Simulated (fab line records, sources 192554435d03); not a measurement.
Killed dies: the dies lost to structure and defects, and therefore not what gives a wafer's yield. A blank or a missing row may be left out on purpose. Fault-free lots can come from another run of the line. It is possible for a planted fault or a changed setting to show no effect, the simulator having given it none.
Matching of chambers    flow n5Finfet    N5_BEOL_M7_PECVD_70 on pecvd-01 has 3 sister chambers
The step deposits SiO2 from TEOS/O2, target thk 20 nm, time 22.7 s. 6 wafers are shown with their chamber, then 7 later ones without.

## WAFERS WITH THEIR CHAMBER
wafer   chamber  showerheadPlenumPTorr (Torr)  throttleValvePct (%)
L080.2  2        8.63                          21.4
L082.1  1        8.91                          23.4
L082.4  1        8.89                          23.4
L082.6  2        8.61                          21.1
L084.2  0        8.64                          22.9
L084.5  0        8.62                          23.2

## WAFERS WHOSE CHAMBER IS MISSING
wafer   showerheadPlenumPTorr (Torr)  throttleValvePct (%)
L084.6  8.62                          21.4
L086.2  8.61                          21.4
L086.4  8.94                          23.4
L086.5  8.62                          21.2
L093.1  8.94                          23.5
L093.2  8.63                          23.0
L093.6  8.94                          23.6

## CHAMBER TAKEN BY EACH
wafer   from the rows above  in truth
L084.6  2                    2
L086.2  2                    2
L086.4  1                    1
L086.5  2                    2
L093.1  1                    1
L093.2  0                    0
L093.6  1                    1
7 of 7 placed correctly. From these rows, 0 cannot be placed. Number placed wrongly: 0.
How it was worked out, from the rows above alone: a wafer's distance from a chamber is the root of the sum, over the readings, of the square of ((its reading less the chamber's mean) divided by the reading's scatter). If the next closest chamber is less than 2 further off than the closest, the wafer can't be placed; otherwise it belongs to the closest. Each chamber's mean is taken over the wafers shown for it. The scatter: take each reading less its chamber's mean, square it, sum over the shown wafers, divide by the number of wafers less the number of chambers, and take the root.
